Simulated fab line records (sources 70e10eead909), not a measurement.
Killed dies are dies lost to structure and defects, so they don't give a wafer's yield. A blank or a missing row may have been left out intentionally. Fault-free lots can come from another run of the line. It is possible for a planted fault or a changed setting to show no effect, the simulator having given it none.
fab line records ; flow nand_harc ; part 1 of 2: steps 1 to 29 of 36
record lots=5; wafers=15; last_day=30
route steps=1302 shown A_M0@1150 A_M1@1169
lots that met no fault: taken from a fault-free run of the same line
start_h: the number of hours between the record's first day and the start of the first shown wafer of the lot ; wait_h: how many hours have passed since the lot's step before this one ; " unchanged from the row above ; L1.1+2: a single row standing in for several wafers ; - no value, or no start was given ; * or withheld: withheld ; < > ~ a bound
route shown NAME@n: NAME is a module with steps in the file, n the number in the route of the first one ; usual: mean and standard deviation over wafers with no fault ; same: alike in all rows ; chamber/n: place in a boat ; sites: per-site readings ; _std_site: how widely they spread, as a standard deviation ; _edge_site: the outer-site mean with the inner-site mean subtracted ; radius_mm: for every site, how far away it sits from the centre of the wafer ; mask NAME#n: copy n ; behind: the most recent tool/chamber to have shaped the wafer ; hold: why the lot was held/for how many hours/how that ended ; device: which transistor (n, p or np) failed to switch ; end of line: at the end of the route, the tests of the same wafers ; step lacking rows: just its recipe ; killed: dies lost to structure and defects at the first sort, not the wafer's yield ; map: a wafer's dies, x killed, . not, _ none there
set.NAME: the setting as run; set.NAME@STEP: as run at that earlier step ; model.NAME: the simulator's own value behind a step, which no gauge read
certain route steps with their lots: each step a table, each wafer a row
services: the hour from which a tool's chamber was out of use, counted from the record's first day as start_h (under 0 if before that day), plus the number of hours and why
## steps
# step NHARC_A_M0_DESCUM_14
# recipe time_s=3; o2_flow_sccm=200; ar_flow_sccm=0; bias_power_w=0; chemistry=O2
# usual drypump_motor_current_A=5.6/0.34; oes_product_au=1.001/0.0076; rf_vpp_V=57.8/0.85; showerhead_plenum_p_Torr=1.90/0.082; throttle_valve_pct=11.311/0.0087
# same bias_power_w=0
lot.wafer;tool;chamber;start_h;wait_h;drypump_motor_current_A;oes_product_au;rf_hours_counter_h;rf_vpp_V;showerhead_plenum_p_Torr;throttle_valve_pct
L078.2;rie_diel-04;0;563.51;0.1;5.8;1.012;1.4;57.3;1.82;11.321
L078.3;rie_diel-04;1;563.51;0.1;6.2;0.998;1.3;57.2;1.88;11.313
L078.6;rie_diel-04;3;563.51;0.1;5.1;0.995;-;58.1;1.99;11.311
L084.2;rie_diel-04;3;616.80;0.1;5.1;0.988;4.2;58.7;1.99;11.311
L084.1;rie_diel-04;0;616.80;0.1;5.8;0.999;4.3;57.0;1.82;11.324
L084.5;rie_diel-04;2;616.80;0.1;5.7;0.989;-;56.8;1.97;11.320
L086.3;rie_diel-11;1;651.90;0.1;5.9;0.999;1.5;58.1;2.06;11.314
L086.1;rie_diel-11;2;651.90;0.1;5.7;0.998;1.4;58.2;1.81;11.316
L086.5;rie_diel-11;3;651.90;0.1;5.1;1.013;-;57.1;1.86;11.324
L088.1;rie_diel-08;1;653.47;0.1;5.5;0.999;4.1;58.3;1.84;11.312
L088.4;rie_diel-08;3;653.47;0.1;6.1;0.990;6.0;58.1;1.92;11.306
L088.6;rie_diel-08;0;653.47;0.1;5.8;0.995;-;58.0;2.03;11.300
L090.4;rie_diel-11;2;673.35;0.1;5.7;0.999;1.9;57.6;1.81;11.307
L090.5;rie_diel-11;3;673.35;0.1;5.1;1.011;-;57.0;1.86;11.320
L090.6;rie_diel-11;0;673.35;0.1;5.3;1.005;-;57.2;1.86;11.296
# step NHARC_A_M0_ETCH_34
# recipe target_depth_a=400; overetch_a=120; time_s=43.94; ion_energy_ev=200; n2_flow_sccm=150; h2_flow_sccm=150; ar_flow_sccm=0; rf_w=400; bias_w=150; chemistry=N2/H2
# usual drypump_motor_current_A=5.6/0.34; oes_product_au=1.002/0.008; rf_vpp_V=430.3/2.6; showerhead_plenum_p_Torr=2.03/0.09; throttle_valve_pct=14.170/0.0099
lot.wafer;tool;chamber;start_h;wait_h;drypump_motor_current_A;oes_product_au;rf_hours_counter_h;rf_vpp_V;showerhead_plenum_p_Torr;throttle_valve_pct
L078.2;rie_diel-04;1;563.58;0.1;6.2;0.991;1.3;429.2;2.01;14.175
L078.3;rie_diel-04;2;563.58;0.1;5.7;1.001;1.2;432.5;2.10;14.169
L078.6;rie_diel-04;2;563.58;0.1;5.7;1.004;-;433.0;2.10;14.168
L084.1;rie_diel-04;0;616.89;0.1;5.8;0.998;4.4;428.9;1.93;14.182
L084.2;rie_diel-04;1;616.89;0.1;6.2;0.989;4.7;428.6;2.00;14.168
L084.5;rie_diel-04;0;616.89;0.1;5.8;0.994;-;428.7;1.93;14.155
L086.1;rie_diel-11;0;651.97;0.1;5.3;1.013;1.8;429.7;1.98;14.170
L086.3;rie_diel-11;1;651.97;0.1;5.9;1.016;1.5;434.3;2.20;14.168
L086.5;rie_diel-11;0;651.97;0.1;5.3;1.008;-;428.7;1.98;14.172
L088.4;rie_diel-08;1;653.55;0.1;5.5;1.014;4.1;428.6;1.96;14.145
L088.1;rie_diel-08;2;653.55;0.1;5.5;1.015;4.8;429.3;1.94;14.152
L088.6;rie_diel-08;1;653.55;0.1;5.5;1.000;-;426.3;1.96;14.161
L090.4;rie_diel-11;0;673.42;0.1;5.3;1.004;2.4;428.8;1.98;14.179
L090.5;rie_diel-11;2;673.42;0.1;5.7;1.008;-;427.4;1.93;14.154
L090.6;rie_diel-11;3;673.42;0.1;5.1;1.011;-;429.2;1.98;14.174
# step NHARC_A_M0_ETCH_15
# recipe target_depth_a=1500; overetch_a=150; time_s=82.5; c4f8_flow_sccm=withheld; ar_flow_sccm=400; rf_w=600; bias_w=300; chemistry=C4F8/Ar
# usual oes_product_au=0.953/0.021; rf_vpp_V=440.7/2.7
lot.wafer;tool;chamber;start_h;wait_h;oes_product_au;rf_hours_counter_h;rf_vpp_V
L078.2;rie_diel-04;3;-;-;0.962;1.3;444.6
L078.3;rie_diel-04;0;-;-;0.959;1.5;438.6
L078.6;rie_diel-04;2;-;-;0.973;-;441.3
L084.2;rie_diel-04;2;-;-;0.949;4.6;442.5
L084.1;rie_diel-04;1;-;-;0.946;4.7;441.1
L084.5;rie_diel-04;3;-;-;0.939;-;444.4
L086.1;rie_diel-11;1;-;-;0.991;1.5;443.2
L086.3;rie_diel-11;2;-;-;0.960;1.4;437.5
L086.5;rie_diel-11;0;-;-;0.968;-;439.6
L088.1;rie_diel-08;1;-;-;0.923;4.2;437.7
L088.4;rie_diel-08;2;-;-;0.930;4.9;437.1
L088.6;rie_diel-08;2;-;-;0.936;-;437.2
L090.4;rie_diel-11;1;-;-;0.977;2.0;445.4
L090.6;rie_diel-11;2;-;-;0.965;-;437.5
L090.5;rie_diel-11;3;-;-;0.975;-;439.2
# step NHARC_A_M0_CD_MEAS_16
# usual cd_nm=80.0/0.64
lot.wafer;tool;chamber;start_h;wait_h;cd_nm
L078.2;cd_sem-01;-;563.80;-;80.5
L078.3;cd_sem-01;-;563.80;-;80.9
L078.6;cd_sem-01;-;563.80;-;80.5
L084.1;cd_sem-03;-;617.10;-;80.5
L084.2;cd_sem-03;-;617.10;-;81.0
L084.5;cd_sem-03;-;617.10;-;80.9
L086.1;cd_sem-03;-;652.18;-;80.1
L086.3;cd_sem-03;-;652.18;-;79.6
L086.5;cd_sem-03;-;652.18;-;79.7
L088.1;cd_sem-02;-;653.76;-;80.3
L088.4;cd_sem-02;-;653.76;-;80.1
L088.6;cd_sem-02;-;653.76;-;79.4
L090.4;cd_sem-01;-;673.63;-;78.6
L090.5;cd_sem-01;-;673.63;-;80.1
L090.6;cd_sem-01;-;673.63;-;78.3
# step NHARC_A_M0_STRIP_18
# recipe power_w=1000; n2_flow_sccm=150; h2_flow_sccm=150; ar_flow_sccm=0; bias_w=0; chemistry=N2/H2
# usual drypump_motor_current_A=5.7/0.35; oes_product_au=1.000/0.0078; rf_vpp_V=90.8/0.97; showerhead_plenum_p_Torr=2.03/0.084; throttle_valve_pct=14.171/0.0077
lot.wafer;tool;chamber;start_h;wait_h;drypump_motor_current_A;oes_product_au;rf_hours_counter_h;rf_vpp_V;showerhead_plenum_p_Torr;throttle_valve_pct
L078.2;rie_diel-04;2;563.87;0.1;5.6;0.990;1;91.4;2.10;14.154
L078.3;rie_diel-04;1;563.87;0.1;6.2;0.992;1;89.9;2.01;14.171
L078.6;rie_diel-04;3;563.87;0.1;5.2;0.995;-;88.8;2.12;14.158
L084.2;rie_diel-08;1;617.17;0.1;5.5;1.000;2;91.0;1.96;14.179
L084.1;rie_diel-08;0;617.17;0.1;5.8;0.997;3;92.0;2.17;14.167
L084.5;rie_diel-08;1;617.17;0.1;5.5;1.000;-;90.7;1.96;14.174
L086.1;rie_diel-11;2;652.25;0.1;5.7;1.000;1;91.0;1.93;14.168
L086.3;rie_diel-11;0;652.25;0.1;5.3;1.008;2;90.0;1.98;14.156
L086.5;rie_diel-11;2;652.25;0.1;5.7;1.006;-;88.9;1.93;14.157
L088.4;rie_diel-08;2;653.83;0.1;5.5;1.014;5;89.9;1.94;14.159
L088.1;rie_diel-08;0;653.83;0.1;5.8;1.003;5;90.5;2.17;14.172
L088.6;rie_diel-08;2;653.83;0.1;5.5;1.016;-;88.4;1.94;14.165
L090.4;rie_diel-04;0;673.70;0.1;5.8;1.001;7;90.4;1.93;14.169
L090.5;rie_diel-04;0;673.70;0.1;5.8;1.005;-;90.4;1.93;14.170
L090.6;rie_diel-04;1;673.70;0.1;6.2;0.990;-;91.6;2.00;14.179
# step NHARC_A_M0_STRIP_19
# recipe time_s=600; temp_c=30; chemistry=post_etch_residue_remover
lot.wafer;tool;chamber;start_h;wait_h
L078.3+6+2;wet_bench-04;6,1,2;564.16;-
L084.1+2+5;wet_bench-04;0,2,4;617.45;-
L086.3+5+1;wet_bench-09;2,3,4;652.52;-
L088.4+6+1;wet_bench-04;5,1,2;654.11;-
L090.6+4+5;wet_bench-04;4,7,0;673.97;-
# step NHARC_A_M0_DEGAS_28
# recipe temp_c=250; time_s=60
# usual heater_power_w=329/32
lot.wafer;tool;chamber;start_h;wait_h;heater_power_w
L078.3;pvd_sputter-01;-;564.42;-;346
L078.2;pvd_sputter-01;-;564.42;-;308
L078.6;pvd_sputter-01;-;564.42;-;357
L084.1;pvd_sputter-01;-;617.72;-;365
L084.2;pvd_sputter-01;-;617.72;-;374
L084.5;pvd_sputter-01;-;617.72;-;366
L086.3;pvd_sputter-01;-;652.80;-;303
L086.1;pvd_sputter-01;-;652.80;-;300
L086.5;pvd_sputter-01;-;652.80;-;298
L088.4;pvd_sputter-03;-;654.38;-;325
L088.1;pvd_sputter-03;-;654.38;-;327
L088.6;pvd_sputter-03;-;654.38;-;325
L090.4;pvd_sputter-01;-;674.25;-;297
L090.6;pvd_sputter-01;-;674.25;-;298
L090.5;pvd_sputter-01;-;674.25;-;369
# step NHARC_A_M0_PRE_CLEAN_29
# recipe time_s=30; temp_c=280; gas=H2/He
# usual heater_power_w=405/40
lot.wafer;tool;chamber;start_h;wait_h;heater_power_w
L078.2;pvd_sputter-01;-;-;-;370
L078.3;pvd_sputter-01;-;-;-;494
L078.6;pvd_sputter-01;-;-;-;429
L084.2;pvd_sputter-01;-;-;-;372
L084.1;pvd_sputter-01;-;-;-;441
L084.5;pvd_sputter-01;-;-;-;376
L086.3;pvd_sputter-01;-;-;-;448
L086.1;pvd_sputter-01;-;-;-;381
L086.5;pvd_sputter-01;-;-;-;381
L088.4;pvd_sputter-03;-;-;-;402
L088.1;pvd_sputter-03;-;-;-;382
L088.6;pvd_sputter-03;-;-;-;400
L090.4;pvd_sputter-01;-;-;-;375
L090.6;pvd_sputter-01;-;-;-;478
L090.5;pvd_sputter-01;-;-;-;380
# step NHARC_A_M0_PVD_20
# recipe target_thk_a=50; bias_v=168.6; power_w=15000; chamber_pressure_pa=0.12; time_s=8.06; substrate_temp_c=50; material=TaN
# usual throttle_valve_pct=30.5/1
lot.wafer;tool;chamber;start_h;wait_h;throttle_valve_pct
L078.3;pvd_sputter-01;-;-;-;33.0
L078.2;pvd_sputter-01;-;-;-;29.3
L078.6;pvd_sputter-01;-;-;-;30.7
L084.2;pvd_sputter-01;-;-;-;31.9
L084.1;pvd_sputter-01;-;-;-;29.5
L084.5;pvd_sputter-01;-;-;-;31.7
L086.3;pvd_sputter-01;-;-;-;30.5
L086.1;pvd_sputter-01;-;-;-;31.7
L086.5;pvd_sputter-01;-;-;-;30.3
L088.4;pvd_sputter-03;-;-;-;29.4
L088.1;pvd_sputter-03;-;-;-;31.7
L088.6;pvd_sputter-03;-;-;-;29.5
L090.4;pvd_sputter-01;-;-;-;30.3
L090.5;pvd_sputter-01;-;-;-;30.5
L090.6;pvd_sputter-01;-;-;-;30.8
# step NHARC_A_M0_PVD_21
# recipe target_thk_a=300; chamber_pressure_pa=5; power_w=5000; substrate_temp_c=30; time_s=20.49; material=Cu
# usual throttle_valve_pct=30.5/1
lot.wafer;tool;chamber;start_h;wait_h;throttle_valve_pct
L078.2;pvd_sputter-01;-;-;-;31.4
L078.3;pvd_sputter-01;-;-;-;32.8
L078.6;pvd_sputter-01;-;-;-;30.8
L084.2;pvd_sputter-01;-;-;-;30.5
L084.1;pvd_sputter-01;-;-;-;31.1
L084.5;pvd_sputter-01;-;-;-;29.8
L086.1;pvd_sputter-01;-;-;-;31.6
L086.3;pvd_sputter-01;-;-;-;29.3
L086.5;pvd_sputter-01;-;-;-;29.4
L088.1;pvd_sputter-03;-;-;-;30.1
L088.4;pvd_sputter-03;-;-;-;31.6
L088.6;pvd_sputter-03;-;-;-;30.3
L090.4;pvd_sputter-01;-;-;-;29.3
L090.6;pvd_sputter-01;-;-;-;31.8
L090.5;pvd_sputter-01;-;-;-;29.1
# step NHARC_A_M0_ECD_22
# recipe target_thk_a=4000; bath_temp_c=25; material=Cu
lot.wafer;tool;chamber;start_h;wait_h
L078.2+3+6;ecd_cu-02;0,1,1;564.79;-
L084.2+1+5;ecd_cu-02;1,0,1;618.07;-
L086.1+3+5;ecd_cu-01;1;653.20;-
L088.1+4+6;ecd_cu-02;0,1,0;654.74;-
L090.4+6+5;ecd_cu-02;1,1,0;674.70;-
# step NHARC_A_M0_ANNEAL_30
# recipe temp_c=225; time_s=90
# usual wafer_temp_C_max=226.1/0.37
lot.wafer;tool;chamber;start_h;wait_h;wafer_temp_C_max
L078.2;rtp_anneal-02;0;565.22;-;226.6
L078.3;rtp_anneal-02;0;565.22;-;226.6
L078.6;rtp_anneal-02;0;565.22;-;226.3
L084.1;rtp_anneal-01;0;618.46;0.3;226.2
L084.2;rtp_anneal-01;0;618.46;0.3;226.0
L084.5;rtp_anneal-01;0;618.46;0.3;226.2
L086.1;rtp_anneal-01;0;653.53;-;225.9
L086.3;rtp_anneal-01;0;653.53;-;226.1
L086.5;rtp_anneal-01;0;653.53;-;225.9
L088.1;rtp_anneal-01;0;655.12;0.3;226.1
L088.4;rtp_anneal-01;0;655.12;0.3;225.9
L088.6;rtp_anneal-01;0;655.12;0.3;225.5
L090.4;rtp_anneal-02;0;675.13;-;225.8
L090.5;rtp_anneal-02;0;675.13;-;226.1
L090.6;rtp_anneal-02;0;675.13;-;226.0
# step NHARC_A_M0_CMP_23
# recipe t_overpolish_s=20; target_thk_nm=113.75
# usual motor_current_A=10.9/1; time_to_endpoint_s=28.4/2
lot.wafer;tool;chamber;start_h;wait_h;motor_current_A;time_to_endpoint_s
L078.3;cmp-03;2;565.57;-;10.1;26.6
L078.2;cmp-03;3;565.57;-;10.5;26.9
L078.6;cmp-03;1;565.57;-;13.5;31.3
L084.2;cmp-04;3;618.80;-;11.9;28.1
L084.1;cmp-04;2;618.80;-;11.0;24.8
L084.5;cmp-04;3;618.80;-;12.4;24.3
L086.3;cmp-04;0;653.93;-;10.3;30.3
L086.1;cmp-04;1;653.93;-;9.6;32.6
L086.5;cmp-04;2;653.93;-;11.3;30.5
L088.1;cmp-04;0;655.50;-;10.3;26.4
L088.4;cmp-04;2;655.50;-;12.0;28.8
L088.6;cmp-04;0;655.50;-;9.5;27.3
L090.4;cmp-04;2;675.41;-;11.2;28.3
L090.5;cmp-04;3;675.41;-;11.9;31.0
L090.6;cmp-04;0;675.41;-;9.8;29.3
# step NHARC_A_M0_THK_MEAS_24
# recipe thk_meas_gauge=xrf
# usual thk_nm=114.0/1.4
lot.wafer;tool;chamber;start_h;wait_h;thk_nm
L078.2;film_metro-02;-;565.83;-;114.2
L078.3;film_metro-02;-;565.83;-;112.9
L078.6;film_metro-02;-;565.83;-;115.9
L084.1;film_metro-01;-;619.11;-;112.4
L084.2;film_metro-01;-;619.11;-;112.1
L084.5;film_metro-01;-;619.11;-;111.4
L086.1;film_metro-01;-;654.19;-;112.4
L086.3;film_metro-01;-;654.19;-;114.6
L086.5;film_metro-01;-;654.19;-;111.4
L088.1;film_metro-01;-;655.79;-;114.2
L088.4;film_metro-01;-;655.79;-;114.5
L088.6;film_metro-01;-;655.79;-;113.1
L090.4;film_metro-01;-;675.64;-;114.6
L090.5;film_metro-01;-;675.64;-;115.6
L090.6;film_metro-01;-;675.64;-;114.0
# step NHARC_A_M0_SRD_25
lot.wafer;tool;chamber;start_h;wait_h
L078.2+6+3;wet_bench-10;0,1,2;565.88;0.1
L084.2+1+5;wet_bench-08;3,4,5;619.16;0.1
L086.3+5+1;wet_bench-10;7,0,2;654.23;0.0
L088.4+1+6;wet_bench-08;5,1,2;655.83;0.0
L090.6+4+5;wet_bench-10;4,5,1;675.67;0.0
# step NHARC_A_M0_INSPECT_27
# usual raw_defect_count=555/110
lot.wafer;tool;chamber;start_h;wait_h;raw_defect_count
L078.2;defect_inspect-01;-;565.98;0.0;745
L078.3;defect_inspect-01;-;565.98;0.0;574
L078.6;defect_inspect-01;-;565.98;0.0;780
L084.1;defect_inspect-01;-;619.27;0.0;602
L084.2;defect_inspect-01;-;619.27;0.0;463
L084.5;defect_inspect-01;-;619.27;0.0;507
L086.1;defect_inspect-02;-;654.34;0.0;670
L086.3;defect_inspect-02;-;654.34;0.0;464
L086.5;defect_inspect-02;-;654.34;0.0;608
L088.1;defect_inspect-01;-;655.94;0.0;522
L088.4;defect_inspect-01;-;655.94;0.0;496
L088.6;defect_inspect-01;-;655.94;0.0;641
L090.4;defect_inspect-01;-;675.79;0.0;454
L090.5;defect_inspect-01;-;675.79;0.0;418
L090.6;defect_inspect-01;-;675.79;0.0;533
# step NHARC_A_M0_PRE_CLEAN_31
# recipe time_s=12; temp_c=370; rf_power_w=300; gas=NH3
# usual heater_power_w=588/79
lot.wafer;tool;chamber;start_h;wait_h;heater_power_w
L078.2;pecvd-02;2;566.05;0.1;395
L078.3;pecvd-02;1;566.05;0.1;506
L078.6;pecvd-02;0;566.05;0.1;559
L084.2;pecvd-01;0;619.37;0.1;622
L084.1;pecvd-01;1;619.37;0.1;546
L084.5;pecvd-01;1;619.37;0.1;559
L086.3;pecvd-02;1;654.41;0.1;489
L086.1;pecvd-02;2;654.41;0.1;505
L086.5;pecvd-02;1;654.41;0.1;498
L088.1;pecvd-01;0;656.02;0.1;660
L088.4;pecvd-01;2;656.02;0.1;559
L088.6;pecvd-01;1;656.02;0.1;565
L090.5;pecvd-03;1;676.92;1.1;753
L090.6;pecvd-03;2;676.92;1.1;641
L090.4;pecvd-03;0;676.92;1.1;621
# step NHARC_A_M0_DEP_32
# recipe target_thk_a=300; temp_c=370; target_thk_nm=30; pressure_torr=3; flow_sccm=200; rf_w=450; material=SiCN
# usual chamber_pressure_Torr=3.001/0.007; heater_power_w=529/85
lot.wafer;tool;chamber;start_h;wait_h;chamber_pressure_Torr;heater_power_w
L078.2;pecvd-02;2;566.13;0.1;3.001;391
L078.3;pecvd-02;1;566.13;0.1;3.007;456
L078.6;pecvd-02;0;566.13;0.1;3.005;481
L084.2;pecvd-01;0;619.48;0.1;3.009;636
L084.1;pecvd-01;1;619.48;0.1;3.005;513
L084.5;pecvd-01;1;619.48;0.1;2.993;521
L086.3;pecvd-02;1;654.49;0.1;3.007;444
L086.1;pecvd-02;2;654.49;0.1;3.015;369
L086.5;pecvd-02;1;654.49;0.1;2.995;443
L088.1;pecvd-01;0;656.13;0.1;3.009;509
L088.4;pecvd-01;2;656.13;0.1;2.996;558
L088.6;pecvd-01;1;656.13;0.1;3.005;484
L090.5;pecvd-03;1;677.09;0.2;2.996;691
L090.6;pecvd-03;2;677.09;0.2;3.000;569
L090.4;pecvd-03;0;677.09;0.2;3.013;512
# step NHARC_A_M1_DEP_00
# recipe target_thk_a=1825; target_thk_nm=182.5; temp_c=withheld; pressure_torr=5; flow_sccm=200; rf_w=600; material=SiOC
# usual chamber_pressure_Torr=5.002/0.012
lot.wafer;tool;chamber;start_h;wait_h;chamber_pressure_Torr
L078.2;pecvd-03;1;566.54;-;5.003
L078.3;pecvd-03;0;566.54;-;5.000
L078.6;pecvd-03;0;566.54;-;5.001
L084.2;pecvd-02;0;619.89;-;5.000
L084.1;pecvd-02;1;619.89;-;4.992
L084.5;pecvd-02;2;619.89;-;4.998
L086.1;pecvd-01;0;654.95;-;5.012
L086.3;pecvd-01;1;654.95;-;5.016
L086.5;pecvd-01;1;654.95;-;5.002
L088.1;pecvd-03;2;656.55;-;5.011
L088.6;pecvd-03;1;656.55;-;5.005
L088.4;pecvd-03;0;656.55;-;4.970
L090.6;pecvd-03;2;-;-;5.010
L090.4;pecvd-03;0;-;-;4.998
L090.5;pecvd-03;1;-;-;5.001
# step NHARC_A_M1_DEHYDRATE_01
# recipe temp_c=150; time_s=120
lot.wafer;tool;chamber;start_h;wait_h
L078.2+3+6;litho_track-06;0;566.95;-
L084.1+2+5;litho_track-04;0;620.25;-
L086.1+3+5;litho_track-01;0;655.31;-
L088.1+4+6;litho_track-06;0;656.91;-
L090.4+5+6;litho_track-01;0;677.76;-
# step NHARC_A_M1_HMDS_02
# recipe time_s=30
lot.wafer;tool;chamber;start_h;wait_h
L078.2+3+6;litho_track-06;0;-;-
L084.1+2+5;litho_track-04;0;-;-
L086.1+3+5;litho_track-01;0;-;-
L088.1+4+6;litho_track-06;0;-;-
L090.4+5+6;litho_track-01;0;-;-
# step NHARC_A_M1_COAT_34
# recipe temp_c=200; time_s=65
lot.wafer;tool;chamber;start_h;wait_h
L078.2+3+6;litho_track-06;0;-;-
L084.1+2+5;litho_track-04;0;-;-
L086.1+3+5;litho_track-01;0;-;-
L088.1+4+6;litho_track-06;0;-;-
L090.4+5+6;litho_track-01;0;-;-
# step NHARC_A_M1_COAT_03
# recipe spin_rpm=1500; resist_thk_nm=90
lot.wafer;tool;chamber;start_h;wait_h
L078.2+3+6;litho_track-06;0;-;-
L084.1+2+5;litho_track-04;0;-;-
L086.1+3+5;litho_track-01;0;-;-
L088.1+4+6;litho_track-06;0;-;-
L090.4+5+6;litho_track-01;0;-;-
# step NHARC_A_M1_SOFTBAKE_04
# recipe temp_c=105; time_s=55
lot.wafer;tool;chamber;start_h;wait_h
L078.2+3+6;litho_track-06;0;-;-
L084.1+2+5;litho_track-04;0;-;-
L086.1+3+5;litho_track-01;0;-;-
L088.1+4+6;litho_track-06;0;-;-
L090.4+5+6;litho_track-01;0;-;-
# step NHARC_A_M1_EBR_05
lot.wafer;tool;chamber;start_h;wait_h
L078.2+3+6;litho_track-06;0;-;-
L084.1+2+5;litho_track-04;0;-;-
L086.1+3+5;litho_track-01;0;-;-
L088.1+4+6;litho_track-06;0;-;-
L090.4+5+6;litho_track-01;0;-;-
# step NHARC_A_M1_EXPOSE_06
# recipe na=1.35; target_cd_nm=120; dose_mj=75.13; mask_id=A_M1
lot.wafer;tool;chamber;start_h;wait_h;mask
L078.2+3+6;arfi_scanner-02;0;567.12;-;A_M1#0
L084.1+2+5;arfi_scanner-01;0;620.42;-;A_M1#0
L086.1+3+5;arfi_scanner-02;0;655.47;-;A_M1#0
L088.1+4+6;arfi_scanner-01;0;657.20;-;A_M1#0
L090.4+5+6;arfi_scanner-03;0;677.93;-;A_M1#0
# step NHARC_A_M1_PEB_07
# recipe peb_temp_c=100; peb_time_s=65
lot.wafer;tool;chamber;start_h;wait_h
L078.2+3+6;litho_track-04;0;567.17;0.1
L084.1+2+5;litho_track-01;0;620.48;0.1
L086.1+3+5;litho_track-06;0;655.53;0.1
L088.1+4+6;litho_track-01;0;657.26;0.1
L090.4+5+6;litho_track-06;0;677.99;0.1
# step NHARC_A_M1_DEVELOP_08
# recipe develop_time_s=35; dev_temp_c=23
lot.wafer;tool;chamber;start_h;wait_h
L078.2+3+6;litho_track-04;0;-;-
L084.1+2+5;litho_track-01;0;-;-
L086.1+3+5;litho_track-06;0;-;-
L088.1+4+6;litho_track-01;0;-;-
L090.4+5+6;litho_track-06;0;-;-
# step NHARC_A_M1_CD_MEAS_09
# recipe target_cd_nm=120; landing_energy_ev=500
# usual cd_nm=119.9/0.54
lot.wafer;tool;chamber;start_h;wait_h;cd_nm
L078.2;cd_sem-01;0;567.26;-;119.4
L078.3;cd_sem-01;0;567.26;-;120.2
L078.6;cd_sem-01;0;567.26;-;119.2
L084.1;cd_sem-01;0;620.56;-;119.6
L084.2;cd_sem-01;0;620.56;-;119.6
L084.5;cd_sem-01;0;620.56;-;119.8
L086.1;cd_sem-01;0;655.61;-;119.7
L086.3;cd_sem-01;0;655.61;-;119.3
L086.5;cd_sem-01;0;655.61;-;119.2
L088.1;cd_sem-01;0;657.33;-;119.4
L088.4;cd_sem-01;0;657.33;-;119.8
L088.6;cd_sem-01;0;657.33;-;120.0
L090.4;cd_sem-03;0;678.07;-;120.0
L090.5;cd_sem-03;0;678.07;-;120.0
L090.6;cd_sem-03;0;678.07;-;119.7
